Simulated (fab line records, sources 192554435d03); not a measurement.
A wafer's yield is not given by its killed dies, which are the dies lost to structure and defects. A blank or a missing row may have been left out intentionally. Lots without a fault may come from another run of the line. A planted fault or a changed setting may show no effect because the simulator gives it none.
What tool caused it? -- flow n5_finfet -- 72 wafers from 24 lots sampled at 6 of the route's 1938 steps

## WHAT THE GAUGES SHOWED, per wafer
N5_BEOL_M6_CD_MEAS_18: pitch 80 nm, target cd 40 nm. Usual: cd_nm at 40.1 nm, with a standard deviation of 0.58.
lot,measured,on,cd_nm (nm),flag
L075,day 9 10:38,cd_sem-01,40.4 39.6 40.0,
L074,day 9 16:01,cd_sem-03,39.8 39.8 40.0,
L076,day 9 18:46,cd_sem-01,40.0 40.0 39.4,
L077,day 9 22:28,cd_sem-01,39.9 39.8 40.1,
L078,day 10 07:36,cd_sem-03,40.0 40.3 40.6,
L079,day 10 07:56,cd_sem-03,40.0 39.9 39.3,
L080,day 10 08:10,cd_sem-03,40.6 39.6 40.5,
L082,day 10 14:25,cd_sem-02,41.0 39.8 40.1,
L081,day 10 17:35,cd_sem-02,38.9 39.3 39.9,
L083,day 11 06:22,cd_sem-02,40.2 40.3 40.3,
L085,day 12 01:20,cd_sem-01,39.7 39.0 40.0,
L084,day 12 03:34,cd_sem-03,39.6 41.5 40.1,
L086,day 12 03:52,cd_sem-01,40.5 40.8 39.8,
L087,day 12 11:10,cd_sem-03,40.9 40.3 40.7,
L089,day 12 14:26,cd_sem-03,40.4 40.4 40.3,
L088,day 12 14:31,cd_sem-01,41.9 41.1 40.8,
L091,day 12 22:09,cd_sem-03,40.4 40.2 40.8,
L090,day 13 05:45,cd_sem-01,41.3 40.5 40.8,
L092,day 13 06:12,cd_sem-02,40.2 40.6 41.0,
L093,day 13 11:19,cd_sem-03,40.3 39.7 39.3,
L094,day 14 13:32,cd_sem-01,39.4 40.0 39.2,
L095,day 14 16:24,cd_sem-03,39.6 39.9 40.6,
L097,day 14 22:45,cd_sem-03,40.3 40.6 40.2,
L096,day 15 01:10,cd_sem-02,40.2 40.2 40.2,

N5_BEOL_M7_THK_MEAS_01. Usual: M7_ILD_THK gives 154.5 nm (standard deviation 2.3).
lot,measured,on,M7_ILD_THK (nm),flag
L075,day 9 16:21,film_metro-02,151.1 151.8 157.5,
L074,day 9 22:25,film_metro-01,154.0 158.7 155.9,
L076,day 9 23:52,film_metro-02,151.5 151.8 152.2,
L077,day 10 06:30,film_metro-02,158.1 154.2 155.4,
L078,day 10 15:01,film_metro-01,156.7 153.5 157.0,
L079,day 10 14:43,film_metro-02,152.5 152.3 158.8,
L080,day 10 15:12,film_metro-01,154.3 158.0 159.4,
L082,day 10 20:05,film_metro-02,149.7 153.6 154.1,
L081,day 10 22:56,film_metro-01,154.5 157.1 156.6,
L083,day 11 12:36,film_metro-01,156.2 158.2 156.7,
L085,day 12 07:38,film_metro-02,154.3 158.2 156.4,
L084,day 12 13:00,film_metro-02,154.4 156.0 154.7,
L086,day 12 12:35,film_metro-01,151.4 154.7 154.5,
L087,day 12 22:31,film_metro-02,155.2 152.0 153.9,
L089,day 12 22:36,film_metro-02,153.9 155.6 155.5,
L088,day 12 23:54,film_metro-02,151.3 153.8 158.7,
L091,day 13 05:59,film_metro-02,151.2 152.3 156.7,
L090,day 13 12:45,film_metro-02,155.4 154.5 154.6,
L092,day 13 12:40,film_metro-02,149.9 154.3 151.0,
L093,day 13 19:17,film_metro-01,154.2 156.6 155.7,
L094,day 14 18:01,film_metro-01,152.4 150.6 156.8,
L095,day 14 23:30,film_metro-02,153.9 158.6 155.8,
L097,day 15 04:25,film_metro-02,153.7 152.7 154.7,
L096,day 15 06:07,film_metro-01,151.8 158.1 154.2,

## WHICH TOOL RAN EACH LOT (tool, then ch and the chambers of the sampled wafers, then the start)
lot,N5_BEOL_M6_PECVD_70,N5_BEOL_M6_SURFACE_TREAT_79,N5_BEOL_M6_ANNEAL_51,N5_BEOL_M6_CMP_52
L075,"pecvd-02 ch 0,2, day 9 09:07","pvd_sputter-03, day 9 14:26","rtp_anneal-02 ch 0, day 9 15:02","cmp-01 ch 1,2,3, day 9 15:19"
L074,"pecvd-01 ch 0,1, day 9 14:44","pvd_sputter-01, day 9 18:40","rtp_anneal-01 ch 0, day 9 21:07","cmp-01 ch 0,1,3, day 9 21:23"
L076,"pecvd-02 ch 0,2, day 9 16:53","pvd_sputter-03, day 9 21:40","rtp_anneal-01 ch 0, day 9 22:27","cmp-02 ch 0,2,3, day 9 22:47"
L077,"pecvd-02 ch 0,1,2, day 9 20:52","pvd_sputter-03, day 10 04:16","rtp_anneal-02 ch 0, day 10 05:16","cmp-03 ch 0,1,3, day 10 05:33"
L078,"pecvd-02 ch 0,1,2, day 10 04:15","pvd_sputter-01, day 10 11:43","rtp_anneal-01 ch 0, day 10 13:29","cmp-03 ch 2,3, day 10 13:46"
L079,"pecvd-01 ch 0,1, day 10 04:57","pvd_sputter-01, day 10 11:35","rtp_anneal-02 ch 0, day 10 13:22","cmp-01 ch 1,2,3, day 10 13:37"
L080,"pecvd-01 ch 0,1, day 10 05:20","pvd_sputter-03, day 10 12:56","rtp_anneal-02 ch 0, day 10 13:38","cmp-02 ch 1,3, day 10 13:56"
L082,"pecvd-03 ch 1,2, day 10 11:12","pvd_sputter-01, day 10 17:16","rtp_anneal-01 ch 0, day 10 18:43","cmp-02 ch 0,1,3, day 10 19:05"
L081,"pecvd-02 ch 1,2, day 10 15:05","pvd_sputter-02, day 10 20:50","rtp_anneal-01 ch 0, day 10 21:38","cmp-01 ch 0,1,3, day 10 21:59"
L083,"pecvd-01 ch 0,1,2, day 11 04:23","pvd_sputter-02, day 11 10:10","rtp_anneal-01 ch 0, day 11 10:53","cmp-02 ch 0,1, day 11 11:03"
L085,"pecvd-02 ch 0,1, day 12 00:07","pvd_sputter-01, day 12 05:16","rtp_anneal-02 ch 0, day 12 06:16","cmp-01 ch 1,2,3, day 12 06:34"
L084,"pecvd-03 ch 1,2, day 12 01:28","pvd_sputter-02, day 12 10:38","rtp_anneal-01 ch 0, day 12 11:32","cmp-02 ch 0,1,2, day 12 11:58"
L086,"pecvd-01 ch 0,1, day 12 01:40","pvd_sputter-01, day 12 10:20","rtp_anneal-02 ch 0, day 12 11:02","cmp-02 ch 0,1,2, day 12 11:31"
L087,"pecvd-03 ch 0,1,2, day 12 09:45","pvd_sputter-02, day 12 19:58","rtp_anneal-02 ch 0, day 12 21:08","cmp-02 ch 0,2,3, day 12 21:26"
L089,"pecvd-02 ch 0,1,2, day 12 11:55","pvd_sputter-03, day 12 20:40","rtp_anneal-01 ch 0, day 12 21:22","cmp-01 ch 0,1,2, day 12 21:37"
L088,"pecvd-01 ch 0,1,2, day 12 12:23","pvd_sputter-01, day 12 21:21","rtp_anneal-02 ch 0, day 12 22:31","cmp-02 ch 0,2,3, day 12 22:52"
L091,"pecvd-03 ch 0,2, day 12 19:58","pvd_sputter-02, day 13 01:57","rtp_anneal-02 ch 0, day 13 04:38","cmp-03 ch 1,2,3, day 13 04:55"
L090,"pecvd-03 ch 0,1,2, day 13 02:05","pvd_sputter-03, day 13 10:32","rtp_anneal-01 ch 0, day 13 11:22","cmp-02 ch 0,1,2, day 13 11:41"
L092,"pecvd-01 ch 0,1,2, day 13 04:34","pvd_sputter-03, day 13 10:30","rtp_anneal-02 ch 0, day 13 11:17","cmp-03 ch 1,3, day 13 11:38"
L093,"pecvd-02 ch 0,1, day 13 08:32","pvd_sputter-02, day 13 17:08","rtp_anneal-02 ch 0, day 13 17:54","cmp-03 ch 0,2,3, day 13 18:15"
L094,"pecvd-01 ch 1,2, day 14 08:48","pvd_sputter-03, day 14 15:52","rtp_anneal-02 ch 0, day 14 16:42","cmp-02 ch 1,2,3, day 14 17:01"
L095,"pecvd-03 ch 1,2, day 14 14:28","pvd_sputter-03, day 14 21:10","rtp_anneal-02 ch 0, day 14 22:11","cmp-03 ch 0,2,3, day 14 22:31"
L097,"pecvd-02 ch 0,1, day 14 20:46","pvd_sputter-01, day 15 01:43","rtp_anneal-01 ch 0, day 15 03:05","cmp-02 ch 0,1,2, day 15 03:20"
L096,"pecvd-03 ch 0,1, day 14 22:38","pvd_sputter-03, day 15 03:11","rtp_anneal-02 ch 0, day 15 04:39","cmp-02 ch 0,3, day 15 05:02"
- N5_BEOL_M6_PECVD_70: deposits SiO2 from TEOS/O2, target thk 20 nm, time 22.7 s.
- N5_BEOL_M6_SURFACE_TREAT_79
- N5_BEOL_M6_ANNEAL_51: time 90 s.
- N5_BEOL_M6_CMP_52: polishes, stops on SiCOH lowk, t overpolish 6.9 s, target thk 80 nm.

## AS READ BY THE TOOLS THEMSELVES (means over the sampled wafers that have a number; for cases with no such wafer, the mark the record gives instead)
N5_BEOL_M6_PECVD_70. Usual: heater_power_w 684 W, standard deviation 71; showerhead_plenum_p_Torr 8.77 Torr, standard deviation 0.066; throttle_valve_pct 22.2 %, standard deviation 1.3.
lot,tool,heater_power_w (W),showerhead_plenum_p_Torr (Torr),throttle_valve_pct (%),flag
L075,pecvd-02,640,8.75,20.3,
L074,pecvd-01,675,8.68,23.1,
L076,pecvd-02,633,8.75,21.3,
L077,pecvd-02,640,8.79,21.7,
L078,pecvd-02,671,8.78,21.8,
L079,pecvd-01,692,8.69,23.3,
L080,pecvd-01,701,8.70,23.3,
L082,pecvd-03,688,8.84,22.3,
L081,pecvd-02,618,8.80,20.9,
L083,pecvd-01,730,8.71,22.3,
L085,pecvd-02,667,8.77,22.5,
L084,pecvd-03,764,8.80,22.0,
L086,pecvd-01,719,8.68,23.2,
L087,pecvd-03,713,8.82,22.4,
L089,pecvd-02,631,8.79,21.8,
L088,pecvd-01,734,8.71,22.3,
L091,pecvd-03,688,8.80,22.3,
L090,pecvd-03,670,8.83,22.3,
L092,pecvd-01,750,8.71,22.1,
L093,pecvd-02,700,8.81,22.9,
L094,pecvd-01,702,8.67,23.3,
L095,pecvd-03,670,8.82,22.1,
L097,pecvd-02,625,8.78,22.4,
L096,pecvd-03,655,8.86,22.9,

N5_BEOL_M6_ANNEAL_51. Usual: wafer_temp_C_max at 226.3, with a standard deviation of 0.71.
lot,tool,wafer_temp_C_max,flag
L075,rtp_anneal-02,225.7,
L074,rtp_anneal-01,227.2,
L076,rtp_anneal-01,226.9,
L077,rtp_anneal-02,226.2,
L078,rtp_anneal-01,226.6,
L079,rtp_anneal-02,225.7,
L080,rtp_anneal-02,225.9,
L082,rtp_anneal-01,227.5,
L081,rtp_anneal-01,227.5,
L083,rtp_anneal-01,226.8,
L085,rtp_anneal-02,225.7,
L084,rtp_anneal-01,226.8,
L086,rtp_anneal-02,225.8,
L087,rtp_anneal-02,225.7,
L089,rtp_anneal-01,226.6,
L088,rtp_anneal-02,226.0,
L091,rtp_anneal-02,225.6,
L090,rtp_anneal-01,227.0,
L092,rtp_anneal-02,225.8,
L093,rtp_anneal-02,225.8,
L094,rtp_anneal-02,226.0,
L095,rtp_anneal-02,225.7,
L097,rtp_anneal-01,227.6,
L096,rtp_anneal-02,225.6,

N5_BEOL_M6_CMP_52. Usual: barrier_field_endpoint_s 29.3 s, standard deviation 0.74; motor_current_A 5.6 A, standard deviation 0.55; overpolish_run_s 6.900 s, standard deviation 0.0098; time_to_endpoint_s 63 s, standard deviation 3.4.
lot,tool,barrier_field_endpoint_s (s),motor_current_A (A),overpolish_run_s (s),time_to_endpoint_s (s),flag
L075,cmp-01,29.3,6.2,6.900,63,
L074,cmp-01,28.8,6.0,6.904,62,
L076,cmp-02,29.3,5.3,6.898,66,
L077,cmp-03,30.1,5.8,6.904,63,
L078,cmp-03,28.4,6.2,6.900,62,
L079,cmp-01,28.8,6.1,6.893,62,
L080,cmp-02,30.2,5.4,6.896,66,
L082,cmp-02,29.3,5.7,6.889,65,
L081,cmp-01,29.1,5.7,6.900,62,
L083,cmp-02,29.0,5.8,6.899,64,
L085,cmp-01,29.1,6.0,6.907,61,
L084,cmp-02,29.6,5.4,6.891,63,
L086,cmp-02,29.4,5.6,6.913,64,
L087,cmp-02,29.9,5.5,6.903,67,
L089,cmp-01,30.1,6.1,6.899,65,
L088,cmp-02,29.6,5.5,6.903,64,
L091,cmp-03,29.2,5.6,6.901,62,
L090,cmp-02,28.6,5.4,6.903,64,
L092,cmp-03,29.4,6.0,6.890,61,
L093,cmp-03,29.6,5.7,6.897,59,
L094,cmp-02,29.4,5.2,6.903,64,
L095,cmp-03,27.8,5.9,6.904,57,
L097,cmp-02,29.3,5.3,6.900,65,
L096,cmp-02,30.0,5.7,6.897,69,

## THE ANSWER, worked out from the rows above alone
Rule: a lot counts as off when the mean over its wafers that have a number is more than 3 standard deviations away from the usual mean. Also off: a lot with no number at a reading for which 4 or more lots have one. Any other lot the step has rows for is counted as sound. Order of review: gauges by route order, followed by the tools' own readings, for which a lot's mean as printed above is used. At the first step where some lot is off, the reading lying furthest off is the one used; lots without a number count as furthest.
No lot is off on any of the readings shown, so nothing can be concluded from this.

## WHAT WAS PUT IN BY THE SIMULATOR
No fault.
